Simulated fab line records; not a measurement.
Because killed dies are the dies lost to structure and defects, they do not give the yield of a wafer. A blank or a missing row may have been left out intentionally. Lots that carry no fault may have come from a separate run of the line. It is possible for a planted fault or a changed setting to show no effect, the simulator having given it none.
Split-lot experiment | flow n5 finfet | 7 lots, 39 wafers read, on a route of 1938 steps

## THE SPLIT ITSELF
At N5_BEOL_M9_ETCH_62 (etches SOC in N2/H2, target depth 110 nm, overetch 22 nm, time 165 s), the setting time s was moved away from the recipe's 165 s on 12 of the 39 wafers read, by -31.8% to +44.9%. All remaining wafers had this setting at the recipe value.

The reading comes from the split's own step.

## THE READING
SiARC_of_BEOL_M9_COAT_60.thk nm (the simulator's own value, which no gauge read), in nm, at N5_BEOL_M9_ETCH_62 (etches SOC in N2/H2, target depth 110 nm, overetch 22 nm, time 165 s). The file does not state a usual value for it. Here, 27 wafers ran the recipe; their average is 23.5 nm with a standard deviation of 0.26 nm.

wafer  | tool, chamber at the split | time s as run, s | against the recipe | SiARC_of_BEOL_M9_COAT_60.thk nm, nm | against lot-mates on the recipe
L074.1 | rie diel-01, 3             | 165              | recipe             | 23.2                                | -
L074.5 | rie diel-01, 3             | 165              | recipe             | 23.2                                | -
L074.2 | rie diel-01, 1,0           | 165              | recipe             | 23.4                                | -
L074.3 | rie diel-01, 1,0           | 165              | recipe             | 23.4                                | -
L074.4 | rie diel-01, 2             | 165              | recipe             | 23                                  | -
L074.6 | rie diel-01, 0             | 165              | recipe             | 23.6                                | -
L082.1 | rie diel-03, 3             | 165              | recipe             | 23.4                                | -
L082.4 | rie diel-03, 3             | 165              | recipe             | 23.4                                | -
L082.2 | rie diel-03, 0             | 165              | recipe             | 23.6                                | -
L085.1 | rie diel-01, 1             | 165              | recipe             | 23.4                                | -
L085.2 | rie diel-01, 0             | 165              | recipe             | 23.6                                | -
L085.3 | rie diel-01, 3             | 165              | recipe             | 23                                  | -
L085.4 | rie diel-01, 2             | 197.4            | +19.6%             | 22                                  | -1.3
L085.5 | rie diel-01, 2             | 197.4            | +19.6%             | 21.8                                | -1.5
L085.6 | rie diel-01, 1             | 197.4            | +19.6%             | 22.2                                | -1.1
L086.1 | rie diel-01, 3,1           | 165              | recipe             | 23.6                                | -
L086.4 | rie diel-01, 3,1           | 165              | recipe             | 23.6                                | -
L086.2 | rie diel-01, 0             | 239.1            | +44.9%             | 21                                  | -2.5
L086.3 | rie diel-01, 2             | 239.1            | +44.9%             | 20.4                                | -3.1
L086.5 | rie diel-01, 3             | 239.1            | +44.9%             | 20.6                                | -2.9
L086.6 | rie diel-01, 2             | 165              | recipe             | 23.4                                | -
L087.1 | rie diel-03, 1             | 236.9            | +43.6%             | 20.6                                | -3.1
L087.2 | rie diel-03, 0,1           | 165              | recipe             | 23.6                                | -
L087.5 | rie diel-03, 0,1           | 165              | recipe             | 23.6                                | -
L087.3 | rie diel-03, 3,0           | 236.9            | +43.6%             | 20.8                                | -2.9
L087.6 | rie diel-03, 3,0           | 236.9            | +43.6%             | 20.8                                | -2.9
L087.4 | rie diel-03, 2             | 165              | recipe             | 24                                  | -
L093.1 | rie diel-06, 3,2           | 112.6            | -31.8%             | 25.6                                | +1.7
L093.2 | rie diel-06, 3,2           | 112.6            | -31.8%             | 25.6                                | +1.7
L093.3 | rie diel-06, 1             | 112.6            | -31.8%             | 26                                  | +2.1
L093.4 | rie diel-06, 0,1           | 165              | recipe             | 23.8                                | -
L093.5 | rie diel-06, 0,1           | 165              | recipe             | 23.8                                | -
L093.6 | rie diel-06, 0             | 165              | recipe             | 24                                  | -
L096.1 | rie diel-01, 0,1,1,0       | 165              | recipe             | 23.6                                | -
L096.2 | rie diel-01, 0,1,1,0       | 165              | recipe             | 23.6                                | -
L096.5 | rie diel-01, 0,1,1,0       | 165              | recipe             | 23.6                                | -
L096.6 | rie diel-01, 0,1,1,0       | 165              | recipe             | 23.6                                | -
L096.3 | rie diel-01, 3             | 165              | recipe             | 23.2                                | -
L096.4 | rie diel-01, 2             | 165              | recipe             | 23                                  | -
Rows listing several chambers each stand for several wafers; the file does not say which wafer went through which chamber.

THE FIT
A straight line over all 39 wafers: SiARC_of_BEOL_M9_COAT_60.thk nm changes by -0.0656 nm for each +1% of time s; r = -0.98; the points scatter about the line by 0.26 nm.
The same after taking each lot's own level away (the mean of its wafers on the recipe; 39 wafers): -0.0645 nm for each +1%; r = -0.99; scatter 0.2 nm.
On that fit, the largest move of time s shifts the reading by 2.9 nm.
The lots' own levels span 23.30 to 23.87 nm, that is 2.2 times the standard deviation above.
Consequently the slope shifts little with the lot-to-lot level, the two slopes agreeing.
Check: with one of the wafers moved furthest among these (+44.9%) left out of the fit, the line predicts -2.99 nm for it against its lot-mates. Against them it came out at -2.53 nm.

## THE OTHER SPLITS THESE WAFERS WENT THROUGH
These wafers also went through other splits before the reading. Each is held against what the fit with the lots' levels taken away leaves over:
other split on the same wafers           | wafers away from the commonest value | r with SiARC_of_BEOL_M9_COAT_60.thk nm (lot level and that fit taken away)
N5_PMOS_HMC_CHANNEL_EPI_DESCUM_14 time s | 15                                   | -0.15
N5_DUMMY_GATE_PECVD_30 time s            | 18                                   | -0.12
N5_SD_EPI_N_ETCH_45 target depth a       | 15                                   | -0.16
N5_HKMG_FIN_NWFM_ALD_20 ald cycles       | 15                                   | -0.04
N5_MOL_CONTACT_COAG_CVD_140 target thk a | 18                                   | -0.24
N5_BEOL_M4_DESCUM_16 time s              | 18                                   | -0.19

## THE WHOLE CHAIN: every reading that the file lists as answering this split, in the file's order
step                  | what it does                                                         | reading                                                                          | change (the file's fit)                                                              | r (the file's)
N5_BEOL_M9_ETCH_62    | etches SOC in N2/H2, target depth 110 nm, overetch 22 nm, time 165 s | SiARC_of_BEOL_M9_COAT_60.thk nm (the simulator's own value, which no gauge read) | -0.065 nm for each +1% of the setting                                                | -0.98
N5_BEOL_M9_HM_OPEN_17 | chemistry Cl2/BCl3, target TiN, target depth 20 nm, overetch 6 nm    | etch.depth nm (the simulator's own value, which no gauge read)                   | not straight: 19.69 at the lowest setting, 19.94 at the recipe, 12.84 at the highest | not given

## THE FILE'S OWN FIT
SiARC_of_BEOL_M9_COAT_60.thk nm changes by -0.065 nm for each +1% of time s, r = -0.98.
